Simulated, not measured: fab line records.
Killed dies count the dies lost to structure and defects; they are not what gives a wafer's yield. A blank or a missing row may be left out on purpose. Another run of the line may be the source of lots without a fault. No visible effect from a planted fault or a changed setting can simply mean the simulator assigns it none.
One fault through the eyes of 2 desks    flow n5_finfet    numbers are kept per desk, each desk with only its own; the story behind them comes last

## THE METROLOGY DESK
Means of the sampled wafers that have a number, per lot and without regard to the tool the lot ran on: this is what the gauges read. A lot is out of limits, marked OUT, if its mean lies more than 4 standard deviations from the usual mean; the brackets give that distance.
Columns: A = trench_depth_nm at N5_BEOL_M6_OCD_MEAS_38, usual 94.8 nm; B = M6_THK at N5_BEOL_M6_THK_MEAS_53, usual 79.7 nm; C = M6_RS at N5_BEOL_M6_RS_MEAS_57, usual 0.285 ohm/sq
lot   first seen here  A                 B                C
L338  day 8 10:59      95.5              81.9             0.279
L345  day 10 04:34     95.1              81.3             0.279
L344  day 10 06:44     95.2              80.3             0.283
L350  day 11 17:55     94.4              80.5             0.286
L351  day 12 02:16     95.0              80.1             0.281
L354  day 12 20:02     105.1 (+6.9) OUT  89.6 (+4.9) OUT  0.245 (-4.8) OUT
L356  day 12 20:04     94.1              78.8             0.286
L358  day 13 13:08     104.0 (+6.1) OUT  89.6 (+5.0) OUT  0.249 (-4.4) OUT
L359  day 13 18:19     94.4              79.2             0.288
This desk finds L354, L358 out of limits, L354 being first, at day 12 20:02 (trench_depth_nm at N5_BEOL_M6_OCD_MEAS_38). Within limits: L338, L345, L344, L350, L351, L356, L359.

## DESK OF THE TOOL OWNER: rie_diel-03
The tool's own readings at N5_BEOL_M6_TRENCH_ETCH_37 (etches SiCOH lowk in C4F6/O2, target depth 94.435 nm, time 31.5 s): means of the sampled wafers that have a number, for each lot that ran on this tool. A lot is out of limits, marked OUT, if its mean lies more than 4 standard deviations from the usual mean; the brackets give that distance. Of its 8 readings 7 are shown: the one that was out of limits first, and those that lie furthest out on some lot.
Columns: A = drypump_motor_current_A at N5_BEOL_M6_TRENCH_ETCH_37, usual 5.7 A; B = oes_f_703_au at N5_BEOL_M6_TRENCH_ETCH_37, usual 0.80 a.u.; C = oes_o_777_au at N5_BEOL_M6_TRENCH_ETCH_37, usual 0.80 a.u.; D = rf_fwd_power_W at N5_BEOL_M6_TRENCH_ETCH_37, usual 340.5 W; E = rf_vpp_V at N5_BEOL_M6_TRENCH_ETCH_37, usual 667 V; F = showerhead_plenum_p_Torr at N5_BEOL_M6_TRENCH_ETCH_37, usual 2.83 Torr; G = throttle_valve_pct at N5_BEOL_M6_TRENCH_ETCH_37, usual 20.89 %
lot   first seen here  A    B     C     D                E               F     G
L345  day 10 04:24     6.0  0.78  0.77  341.8            666             2.74  20.93
L344  day 10 06:35     6.2  0.78  0.77  341.7            662             2.73  20.99
L351  day 12 02:07     5.8  0.83  0.84  340.9            671             2.80  21.01
L354  day 12 19:53     5.8  1.04  1.01  423.9 (+56) OUT  601 (-5.5) OUT  2.78  21.02
L358  day 13 12:59     5.9  1.03  1.01  425.3 (+57) OUT  602 (-5.4) OUT  2.78  21.02
This desk finds L354, L358 out of limits, L354 being first, at day 12 19:53 (rf_fwd_power_W at N5_BEOL_M6_TRENCH_ETCH_37). Within limits: L345, L344, L351.

## ALL TOGETHER
On L354, L358, at day 12 19:53, an alarm was possible from the tool owner's desk.
An alarm was possible from the metrology desk at day 12 20:02, on L354, L358.
N5_BEOL_M6_TRENCH_ETCH_37 was run on rie_diel-03 by each of the lots named.

## WHAT THE SIMULATOR HAD INSERTED
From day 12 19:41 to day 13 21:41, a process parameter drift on rie_diel-03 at N5_BEOL_M6_TRENCH_ETCH_37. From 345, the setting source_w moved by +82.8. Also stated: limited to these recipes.
Shown lots that were struck: L354, L358.
Time in hours from fault onset to the first out-of-limits reading at each desk: tool owner's desk 0, metrology desk 0.
